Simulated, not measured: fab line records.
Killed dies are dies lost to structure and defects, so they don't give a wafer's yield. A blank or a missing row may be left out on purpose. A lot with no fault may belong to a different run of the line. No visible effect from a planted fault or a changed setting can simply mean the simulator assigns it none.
Chamber matching || flow n5Finfet || N5_BEOL_M10_STRIP_36 on rieDiel-04: 4 sister chambers
The step strips in N2/H2. 4 wafers are shown with their chamber, then 11 later ones without.

EACH WAFER AND ITS CHAMBER
{"wafer": "L081.3", "chamber": 0, "drypumpMotorCurrentA (A)": 6.6}
{"wafer": "L081.5", "chamber": 2, "drypumpMotorCurrentA (A)": 6.4}
{"wafer": "L084.6", "chamber": 1, "drypumpMotorCurrentA (A)": 6.1}
{"wafer": "L086.1", "chamber": 3, "drypumpMotorCurrentA (A)": 6.1}

WAFERS MISSING THEIR CHAMBER
{"wafer": "L086.2", "drypumpMotorCurrentA (A)": 6.4}
{"wafer": "L086.4", "drypumpMotorCurrentA (A)": 6.4}
{"wafer": "L088.1", "drypumpMotorCurrentA (A)": 6.4}
{"wafer": "L088.4", "drypumpMotorCurrentA (A)": 6.3}
{"wafer": "L088.5", "drypumpMotorCurrentA (A)": 6.1}
{"wafer": "L090.3", "drypumpMotorCurrentA (A)": 6.4}
{"wafer": "L090.5", "drypumpMotorCurrentA (A)": 6.6}
{"wafer": "L090.6", "drypumpMotorCurrentA (A)": 6.1}
{"wafer": "L091.1", "drypumpMotorCurrentA (A)": 6.1}
{"wafer": "L091.4", "drypumpMotorCurrentA (A)": 6.1}
{"wafer": "L091.5", "drypumpMotorCurrentA (A)": 6.1}

WHICH CHAMBER EACH WENT THROUGH
{"wafer": "L086.2", "from the rows above": 2, "in truth": 2}
{"wafer": "L086.4", "from the rows above": 2, "in truth": 2}
{"wafer": "L088.1", "from the rows above": 2, "in truth": 2}
{"wafer": "L088.4", "from the rows above": 2, "in truth": 2}
{"wafer": "L088.5", "from the rows above": "can't be placed: 1 or 3", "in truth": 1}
{"wafer": "L090.3", "from the rows above": 2, "in truth": 2}
{"wafer": "L090.5", "from the rows above": 0, "in truth": 0}
{"wafer": "L090.6", "from the rows above": "can't be placed: 1 or 3", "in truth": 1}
{"wafer": "L091.1", "from the rows above": "can't be placed: 1 or 3", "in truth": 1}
{"wafer": "L091.4", "from the rows above": "can't be placed: 1 or 3", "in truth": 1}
{"wafer": "L091.5", "from the rows above": "can't be placed: 1 or 3", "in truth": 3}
Correct placement for 6 of the 11. Can't be placed from these rows: 5 (the true chamber is among the candidates in 5). Wrongly placed: 0.
How it was worked out, from the rows above alone: a wafer's distance from a chamber is the root of the sum, over the readings, of the square of ((its reading less the chamber's mean) divided by the reading's scatter). The wafer belongs to the nearest chamber; if the next one is less than 2 further off, it can't be placed. Each chamber's mean is taken over the wafers shown for it. The scatter: with one shown wafer a chamber, the root of the mean of the squares of how far each hidden wafer lies from its nearest shown one.
